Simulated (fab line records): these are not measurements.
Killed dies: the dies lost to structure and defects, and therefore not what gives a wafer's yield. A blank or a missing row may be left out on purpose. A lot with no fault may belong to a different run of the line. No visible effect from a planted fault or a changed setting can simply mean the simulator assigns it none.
fab line records | flow n5-finfet
record lots=4 wafers=11 last-day=17
route steps=1938 shown MOL_CONTACT_COAG@520 BEOL_M4@1111 PASSIVATION@1936
lots with no fault: from the same line, run without faults
start-h: the number of hours between the record's first day and the start of the first shown wafer of the lot | wait-h: hours from the lot's prior step to this one | " unchanged from the row above | L1.1+2: one row covering several wafers at once | - either no value or no given start | * or withheld: withheld | < > ~ a bound
route shown NAME@n: names a module that has steps shown in the file, with the first one's number in the route | usual: mean and standard deviation over wafers with no fault | same: alike in all rows | chamber/n: place in a boat | sites: the reading at each site | _std_site: the values' standard deviation | _edge_site: outer sites' mean less inner sites' | radius-mm: for every site, how far away it sits from the centre of the wafer | mask NAME#n: copy n | behind: the tool/chamber that last shaped the wafer | hold: the reason the lot was held/the length of the hold in hours/how it ended | device: the transistor (n, p or np) that didn't switch | end of line: at the end of the route, the tests of the same wafers | step lacking rows: just its recipe | killed: count of dies lost to structure and defects at first sort (not the wafer's yield) | map: dies across one wafer; x = killed, . = not, _ = none there
set.NAME: setting as actually run; set.NAME@STEP: the setting as run at that earlier step | model.NAME: the simulator's own value behind a step, which no gauge read
certain route steps with their lots: each step a table, each wafer a row
services: from which hour (start-h, from the record's first day; less than 0 if before it) a tool's chamber was out of use, for how many hours, and why
## steps
# step N5_MOL_CONTACT_COAG_COAT_02
# recipe resist=CAR-EUV spin-rpm=1500 resist-thk-nm=30
# step N5_MOL_CONTACT_COAG_EBR_04
# recipe solvent=PGMEA ebr-width-mm=1.5
# step N5_MOL_CONTACT_COAG_SOFTBAKE_03
# recipe temp-c=110 time-s=60 resist=CAR-EUV
# step N5_MOL_CONTACT_COAG_EXPOSE_05
# recipe mask-id=CA na=0.33 source-shape=annular sigma-inner=0.4 sigma-outer=0.8 polarization=unpolarized defocus-nm=0 dose-mj=38.25
# step N5_MOL_CONTACT_COAG_PEB_06
# recipe peb-temp-c=100 peb-time-s=60 resist=CAR-EUV
# step N5_MOL_CONTACT_COAG_DEVELOP_07
# recipe develop-time-s=30 developer=TMAH resist=CAR-EUV rinse-liquid=surfactant-rinse dry=air-spin dev-temp-c=23
# step N5_MOL_CONTACT_COAG_DESCUM_13
# recipe chemistry=O2 time-s=7 source-power-w=50 bias-power-w=20 pressure-mtorr=20 rf-frequency-hz=2.712e+07 temp-c=40 resist=CAR-EUV o2-flow-sccm=225
# step N5_MOL_CONTACT_COAG_ETCH_59
# recipe chemistry=N2/H2 target=underlayer target-depth-a=130 mask-material=CAR-EUV time-s=10.4 ion-energy-ev=200 pressure-mtorr=30 source-w=840 bias-w=150 n2-flow-sccm=200 h2-flow-sccm=200 ends=cleared
# step N5_MOL_CONTACT_COAG_ETCH_105
# recipe chemistry=CF4 target=SiARC target-depth-a=156 mask-material=CAR-EUV time-s=26 ion-energy-ev=80 pressure-mtorr=40 source-w=545 bias-w=36 Ar_flow_sccm=100 cf4-flow-sccm=100 ends=cleared
# step N5_MOL_CONTACT_COAG_ETCH_106
# recipe chemistry=N2/H2 target=SOC target-depth-a=800 overetch-a=160 mask-material=SiARC temp-c=40 time-s=120 ion-energy-ev=200 pressure-mtorr=30 source-w=840 bias-w=150 n2-flow-sccm=200 h2-flow-sccm=200
# usual bias-w=150.0/0.44 chamber-pressure-mTorr=30.001/0.026 drypump-motor-current-A=5.8/0.45 oes-product-au=0.66/0.063 rf-vpp-V=524.2/2.3 showerhead-plenum-p-Torr=2.55/0.08 throttle-valve-pct=17.84/0.23
# columns lot.wafer tool chamber start-h wait-h bias-w chamber-pressure-mTorr drypump-motor-current-A oes-product-au rf-hours-counter-h rf-vpp-V showerhead-plenum-p-Torr throttle-valve-pct model.etch.depth-nm model.SiARC_of_MOL_CONTACT_COAG_COAT_104.thk-nm model.MOL_CONTACT_COAG.cd-offset-nm
L311.2 rie-diel-05 0 131.94 0.0 150.6 30.005 5.8 0.64 205 526.2 2.62 17.70 80.42 6.4 0
L311.4 " 1 " " 150.2 29.972 5.2 0.64 207 525.7 2.62 17.97 80.66 6.2 -0.2
L311.5 " 2 " " 150.1 29.988 5.5 0.89 - 522.3 2.49 17.38 80.69 6.2 -0.2
L313.1 rie-diel-05 0 144.51 0.0 149.4 29.999 5.8 0.64 210 525.3 2.62 17.72 80.07 6.4 0
L313.2 " 1 " " 149.1 29.974 5.1 0.64 210 527.2 2.62 18.02 80.09 6.4 0
L313.6 " 3 " " 150.4 29.993 6.5 0.63 - 526.3 2.64 18.22 79.99 6.2 0.2
L324.2 rie-diel-05 1 213.61 0.0 150.2 30.000 5.2 0.61 227 527.2 2.61 18.02 76.88 7.4 -0.2
L324.4 " 0 " " 150.0 30.016 5.8 0.61 233 525.2 2.61 17.76 76.38 7.6 -0.6
L326.1 rie-diel-05 1 227.48 0.0 150.2 29.994 5.1 0.62 233 526.8 2.61 18.06 80.24 6.4 0.2
L326.4 " 2 " " 149.7 29.999 5.5 0.77 34 522.1 2.48 17.41 75.82 7.6 -0.4
L326.6 " 2 " " 150.4 30.017 5.5 0.79 - 522.0 2.48 17.42 80.23 6.4 0
# step N5_MOL_CONTACT_COAG_STRIP_107
# recipe chemistry=N2/H2 temp-c=40 n2-flow-sccm=200 h2-flow-sccm=200 rf-frequency-hz=6e+07
# step N5_MOL_CONTACT_COAG_STRIP_108
# recipe chemistry=N2/H2 temp-c=40 n2-flow-sccm=200 h2-flow-sccm=200 rf-frequency-hz=6e+07
# step N5_MOL_CONTACT_COAG_CONTACT_ETCH_14
# recipe chemistry=C4F6/O2 target=SiO2 target-depth-a=275 overetch-a=85 mask-material=SOC pressure-mtorr=30 source-w=370 bias-w=185 Ar_flow_sccm=300 C4F6_flow_sccm=16 O2_flow_sccm=10 time-s=20 ion-energy-ev=259.6
# step N5_MOL_CONTACT_COAG_STRIP_109
# recipe chemistry=C4F6/O2 resist=SiARC rf-frequency-hz=6e+07
# step N5_MOL_CONTACT_COAG_ETCH_15
# recipe chemistry=CH3F/O2 target=SiNx target-depth-a=70 mask-material=SOC stop-on=Si:P over-etch-frac=0.75 ion-energy-ev=120 pressure-mtorr=30 source-w=395 bias-w=73 Ar_flow_sccm=150 CH3F_flow_sccm=30 O2_flow_sccm=20
# step N5_MOL_CONTACT_COAG_ETCH_110
# recipe chemistry=CF4/O2 target=Si target-depth-a=25 time-s=8 pressure-mtorr=100 source-w=200 bias-w=12 ion-energy-ev=60 Ar_flow_sccm=100 cf4-flow-sccm=100 O2_flow_sccm=10
# usual bias-w=12.00/0.036 cf4-flow-sccm=100.0/0.3 chamber-pressure-mTorr=100.00/0.094 drypump-motor-current-A=5.8/0.45 oes-product-au=0.74/0.07 rf-vpp-V=127.6/2.8 showerhead-plenum-p-Torr=2.23/0.063 throttle-valve-pct=10.84/0.24
# columns lot.wafer tool chamber start-h wait-h bias-w cf4-flow-sccm chamber-pressure-mTorr drypump-motor-current-A oes-product-au rf-hours-counter-h rf-vpp-V showerhead-plenum-p-Torr throttle-valve-pct model.MOL_CONTACT_COAG.cd-offset-nm
L311.2 rie-diel-05 0 132.14 0.0 12.00 99.8 99.89 5.7 0.72 205 128.7 2.29 10.77 -0.2
L311.4 " 1 " " 12.04 99.8 99.93 5.2 0.71 207 126.6 2.28 11.07 -0.4
L311.5 " 2 " " 12.04 99.8 99.95 5.5 0.99 - 132.1 2.19 10.23 -0.2
L313.1 rie-diel-05 0 144.71 0.0 11.98 99.7 100.14 5.7 0.70 210 127.6 2.29 10.78 0
L313.2 " 1 " " 12.00 99.9 100.10 5.1 0.71 210 128.0 2.28 11.07 -0.4
L313.6 " 3 " " 11.99 100.2 99.99 6.5 0.72 - 128.2 2.29 11.04 0.4
L324.2 rie-diel-05 1 213.81 0.0 11.96 99.7 100.01 5.1 0.70 227 126.7 2.28 11.13 -0.6
L324.4 " 0 " " 11.99 100.6 99.93 5.7 0.70 233 127.7 2.28 10.84 -0.4
L326.1 rie-diel-05 1 227.68 0.0 12.02 99.3 99.99 5.1 0.70 233 127.6 2.27 11.15 0
L326.4 " 2 " " 11.98 99.7 99.93 5.5 0.89 34 132.5 2.17 10.34 -0.4
L326.6 " 2 " " 12.04 99.7 100.08 5.5 0.88 - 131.2 2.17 10.35 0.2
# step N5_MOL_CONTACT_COAG_STRIP_98
# recipe chemistry=N2/H2 power-w=500 temp-c=40 pressure-mtorr=50 rf-frequency-hz=6e+07 overash-fraction=0.3 bias-power-w=8 h2-frac=0.5 n2-flow-sccm=300 h2-flow-sccm=300
# step N5_MOL_CONTACT_COAG_IMPLANT_129
# recipe species=Ge energy-kev=3 dose-cm2=6e+14 tilt-deg=0 rotation-deg=0
# step N5_MOL_CONTACT_COAG_PRECLEAN_111
# recipe chemistry=NF3:NH3 afs-cycles=1 temp-c=30 time-s=20 sublimation-temp-c=180 sublimation-time-s=60 pressure-torr=3 rf-power-w=30
# step N5_MOL_CONTACT_COAG_TI_SIL_19
# recipe material=Ti target-thk-a=42 temp-c=200 chamber-pressure-pa=5 power-w=5000 time-s=15
# step N5_MOL_CONTACT_COAG_ALD_20
# recipe material=TiN target-thk-a=15 temp-c=400 ald-precursor-family=TiCl4 ald-co-reactant=NH3 pulse-time-s=1 purge-time-s=3 co-reactant-purge-time-s=2 co-reactant-pulse-time-s=2 ald-cycles=68 pressure-torr=3
# step N5_MOL_CONTACT_COAG_SIL_ANNEAL_21
# recipe temp-c=550 time-s=60 ambient=N2
# step N5_MOL_CONTACT_COAG_PRE_CLEAN_141
# recipe gas=H2/He time-s=60 temp-c=300
# step N5_MOL_CONTACT_COAG_SPUTTER_143
# recipe material=Co target-thk-a=25 temp-c=25 chamber-pressure-pa=0.2
# step N5_MOL_CONTACT_COAG_CO_FILL_22
# recipe material=Co target-thk-a=200 temp-c=200 precursor=CCTBA/H2 pressure-torr=30
# step N5_MOL_CONTACT_COAG_ANNEAL_113
# recipe temp-c=400 time-s=300 ambient=H2/N2
# step N5_MOL_CONTACT_COAG_PRE_CLEAN_142
# recipe gas=H2/He time-s=60 temp-c=300
# step N5_MOL_CONTACT_COAG_SPUTTER_130
# recipe material=Co target-thk-a=475 temp-c=25 chamber-pressure-pa=0.5 power-w=3000
# step N5_MOL_CONTACT_COAG_PRECLEAN_125
# recipe chemistry=DIW time-s=57.5 temp-c=23
# step N5_MOL_CONTACT_COAG_SRD_126
# recipe dry-time-s=32 dry=n2-spin spin-rpm=1500
# step N5_MOL_CONTACT_COAG_CMP_23
# recipe stop-on=SiO2 t-overpolish-s=1.5 post-cmp-clean=cu-alkaline down-force-psi=2 platen-rpm=50.289 pad-velocity-m-s=1.0006 target-thk-nm=0
# step N5_MOL_CONTACT_COAG_WET_ETCH_26
# recipe target=Co target-depth-nm=13
# step N5_MOL_CONTACT_COAG_WET_ETCH_116
# recipe chemistry=SC1-inhibited target-depth-nm=4.6 dry=ipa-marangoni rinse-time-s=30 rinse-temp-c=23
# step N5_MOL_CONTACT_COAG_ALD_27
# recipe material=SiOC target-thk-a=170 temp-c=400 ald-precursor-family=carbosiloxane ald-co-reactant=H2-plasma pulse-time-s=1.5 time-s=2720 purge-time-s=2 co-reactant-purge-time-s=2 ald-cycles=340 pressure-torr=2
# step N5_MOL_CONTACT_COAG_CMP_28
# recipe stop-on=SiNx t-overpolish-s=0.85 post-cmp-clean=alkaline-brush down-force-psi=4.15 platen-rpm=51.8 pad-velocity-m-s=1.0307 target-thk-nm=14.522
# step N5_BEOL_M4_RC_MEAS_101
# usual DIBL_N=35.9/1.8 DIBL_P=36.2/2 IOFF_N=0.16/0.031 IOFF_P=0.22/0.041 ION_N=676/11 ION_P=465/8.5 SS_N=71.4/0.64 SS_P=73.2/0.7 VT_N=250/3.5 VT_P=-250/3.9
# columns lot.wafer tool chamber start-h wait-h device DIBL_N[mV/V] DIBL_P[mV/V] IOFF_N[nA/um] IOFF_P[nA/um] ION_N[uA/um] ION_P[uA/um] SS_N[mV/dec] SS_P[mV/dec] VT_N[mV] VT_P[mV]
L311.2 prober-01 0 214.34 0.2 - 37.5 37.5 0.19 0.27 690 478 71.6 73.6 245 -244
L311.4 " 0 " " - 33.2 31.4 0.11 0.17 669 459 70.7 71.9 254 -250
L311.5 " 0 " " - 36.7 36.6 0.17 0.24 687 477 72.1 73.1 250 -248
L313.1 prober-01 0 218.67 0.0 - 35.2 35.4 0.14 0.22 681 472 70.6 72.7 252 -248
L313.2 " 0 " " - 37.9 38.2 0.19 0.27 689 470 72.1 73.4 246 -243
L313.6 " 0 " " - 34.1 34.1 0.14 0.20 676 470 71.1 73.0 251 -250
L324.2 prober-01 0 292.66 0.2 - 38.8 38.5 0.21 0.29 685 469 72.1 73.8 245 -246
L324.4 " 0 " " np - - - - - - - - - -
L326.1 prober-02 0 308.65 0.0 - 38.0 38.0 0.19 0.25 691 473 71.6 73.5 245 -244
L326.4 " 0 " " - 37.1 37.1 0.17 0.24 686 476 72.0 73.5 245 -249
L326.6 " 0 " " - 39.0 39.6 0.22 0.29 698 482 72.2 74.0 244 -246
# step N5_PASSIVATION_PROBE_49
# usual defect-limited-yield=91.3/1.3 killed_at_M0_to_M3=35/9.3 killed_at_M4_up=14/5.2 killed-at-contacts=12/5.9 killed-at-front-end=38/11 killed-at-other=4/3.7 killed-dies=103/15 killed-on-rim=14/4 killed-open=67/12 killed-short=34/8 sort_bin_5_function=5.1/0.88 sort_bin_6_memory=3.3/0.65 sort-n-pass=1077/15 sort-yield-pct=91.3/1.3
# same gross-dies=1180 killed-at-back-side=0 sort_bin_4_leakage[%]=0 sort_bin_8_speed[%]=0
# columns lot.wafer tool chamber start-h wait-h defect-limited-yield[%] killed_at_M0_to_M3 killed_at_M4_up killed-at-contacts killed-at-front-end killed-at-other killed-dies killed-on-rim killed-open killed-short sort_bin_5_function[%] sort_bin_6_memory[%] sort-n-pass sort-yield-pct[%]
L324.2 prober-01 - 397.88 0.1 75.3 33 8 211 33 7 292 17 59 30 21.3 3.3 888 75.3
L324.4 prober-01 - 397.98 0.2 60.9 34 10 382 30 5 461 111 61 34 35.4 3.6 719 60.9
L326.4 prober-01 - 407.73 0.2 55.8 34 12 428 42 5 521 89 55 43 40.3 3.3 659 55.8
# killed by level:class
L324.2 MOL_CONTACT_COAG:area-etch=202 BEOL_M2:geometric-particle:open=12 STI_FIN_REVEAL:geometric-particle:open=8 DUMMY_GATE:geometric-particle:open=6 MOL_CONTACT_COAG:geometric-particle:open=6 FIN_SAQP:geometric-particle:short=5 BEOL_M0_SAQP:geometric-particle:short=5 BEOL_M1:geometric-particle:open=4
L324.4 MOL_CONTACT_COAG:area-etch=363 MOL_CONTACT_COAG:geometric-particle:open=10 STI_FIN_REVEAL:geometric-particle:open=9 BEOL_M3:geometric-particle:open=9 MOL_CONTACT_COAG:geometric-particle:short=7 BEOL_M0_SAQP:geometric-particle:open=7 BEOL_M2:geometric-particle:open=7 GATE_CUT:geometric-particle:open=4
L326.4 MOL_CONTACT_COAG:area-etch=423 FIN_SAQP:geometric-particle:short=15 BEOL_M3:geometric-particle:open=8 BEOL_M1:geometric-particle:open=8 FIN_SAQP:geometric-particle:open=6 BEOL_M0_SAQP:geometric-particle:short=5 BEOL_M4:geometric-particle:open=5 DUMMY_GATE:geometric-particle:open=3
# map L324.4 (x killed, . not)
_________________xxxxxxxxxxxx________________
______________xxxxxxxxxxxxxxxxxx_____________
___________xxxxxxxxxxxxxxxxxxxxxxxx__________
__________xxxxxxxxxxxxxxxxxxxxxxxx.x_________
________xxxxxx.xx....x.xxxxxxxxxx.x.xx_______
_______xxxx..xxx..xxxx...xx..x.xxx.x..x______
______xxxx....x.x..x..xx.x.xxxx.x..x..xx_____
_____xxxxxx.xx...xx..xxx.xx.x...x.x..x.xx____
____xxxxxxx......x....x...x....x..x....x.x___
___xxxxxx..x...xx.x......xx.x..........x.xx__
___xxxx.x.............x.x..x..x.xx......xxx__
__xxxxxx..x...........xx...x.........x..x.xx_
__xxxxx.x....xx....x..........xx........xxxx_
_xxxxxx..xx.........x.x.xxx..............x.xx
_xxxxxx........x...x....xx.x........x...xx.xx
_xxxxxxxxx...x..........xx.....x......x.xx..x
_xxxxxxxxx.x......xx...x..x.......x.x....xx.x
_xxxxxxxxx..........xxx......x...x.x......xx.
_xxx.xx........xx.........x............xx.xx.
_.xxxxx......x.x...x...x......x........x.x..x
_xx.x.x.x.x..............................xxxx
__xx.xx.xx....x...............x..x.....x..xx_
__x.x.xx...x..................x...x..x.xxxxx_
___xxx.x............x......x.xx...x..x...xx__
___..............x..............x...x.x.x..__
____.x..x...........x.............x.x...x.___
_____.x...x.....x..xx................xx.x____
______.xx....x........x...............xx_____
_______............xxx.x.xx.xx....x...x______
________.x...x.......x..x.x.....xxxx.._______
__________x.xx.x.x...x.....x..x...x._________
___________.xxx..x.x...x.x.....xxx.__________
______________x.x.x.x..........._____________
_________________xx....x.x.x.________________
# map L326.4 (x killed, . not)
_________________xxx.xxx..x.x________________
______________xxxx.x.xx..x......_____________
___________xxxxxxxx....x.x.xx.x..x.__________
__________xxx.xxxxx.xxxxxx....xxx..x_________
________xxxxxxxx...x..x.x..x.x..xx..x._______
_______xxx.xxxxxxx..x.xxx.x...x..xxxxxx______
______xxxx.x.xxx......x.x.x.x.x..x..xxxx_____
_____xxx.x.xxxxxx.xx.xxxxx....xx.xx.xxx.x____
____xxx.xxxx.xxxx.x..x..xx.x.....xxx.xx.xx___
___x..xx.xxxxxxxxx.xx....xx..xx.xx.xxx..xx.__
___xxxxx..xxxxxx...xxxx.........xx.xxx.x...__
__x.xx.xxx...xxxxxxxxxx....x....x.x.xxx....x_
__xx..x.x.xx.x..x.x.xxx...x........x.......x_
_xx..x.xxx.........xxx...x.x.....xxx.x..x..xx
_xx..x.........xx.x.xx.xx......x.x.x..x....xx
_x.x.xx......x..xx.x.xx.x.xxxxx.xx.x.x..xx..x
_.xxx..........x.x..xxxx.xx....x.xx.x....x.xx
_x..........x..x.x..x.x.xx.x..x............xx
_.x.......x.....xxxxxx...x.x.xxxx..xx..x...x.
_..x....x...x..x.xxxxx.x.xx..x..x..xx.xx.x...
_xx.x...x.x...x.xxxx.x..x.x........xxx..x....
__x..x...x.xxx......x.....x..x.xxxx...xx..x._
__xx....x........xx.........x...xxx.xxx.x.x._
___xxx...xxx........x.x.......x.xxx.x.xxx.x__
___.xx.x..xx...........xx.xxxx..x.x.x.xxx..__
____..xxx.....xx...........xx......xx.xx.x___
_____.xx.....x............xxxxx.xxxx.x..x____
______xxx.....................xxx..xx.x._____
_______x..xx........x........x.x....x.x______
________.x..x...x..x.x.........xx.xx.._______
__________.x.x.....xx.x.x..........._________
___________x.x.x.xx...xxx.........x__________
______________xxxx.xx....xx.x..._____________
_________________...xx.xx....________________
## services
# columns tool chamber start-h hours kind
rie-diel-05 2 109.16 - clean
rie-diel-05 2 109.16 - consumable-replace:focus-ring
rie-diel-05 2 109.16 22.5 scheduled-down
rie-diel-05 2 109.16 22.5 vent-cycle
rie-diel-05 1 141.45 1.7 repair
## key
first-sign step=N5_PASSIVATION_PROBE_49 reading=killed-at-contacts direction=up sigmas=56 usual=12 struck=340
effect step=N5_PASSIVATION_PROBE_49 reading=sort_bin_5_function direction=up sigmas=31 usual=5.1 struck=32.3
model-effect step=N5_MOL_CONTACT_COAG_ETCH_106 value=etch.depth-nm without=80.33 struck=76.36
model-effect step=N5_MOL_CONTACT_COAG_ETCH_110 value=MOL_CONTACT_COAG.cd-offset-nm without=0.1333 struck=-0.4667
more-kills-born-at N5_MOL_CONTACT_COAG_ETCH_106@rie-diel-05=988
met-at N5_MOL_CONTACT_COAG_ETCH_106
struck-wafers L324.2,L324.4,L326.4
onset-between 144.51 213.61
fault kind=process-parameter-drift tool=rie-diel-05 chamber=- onset-h=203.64 steps=N5_MOL_CONTACT_COAG_ETCH_106 channel=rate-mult offset=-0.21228 shape=step end-h=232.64 scope=struck-wafers-only
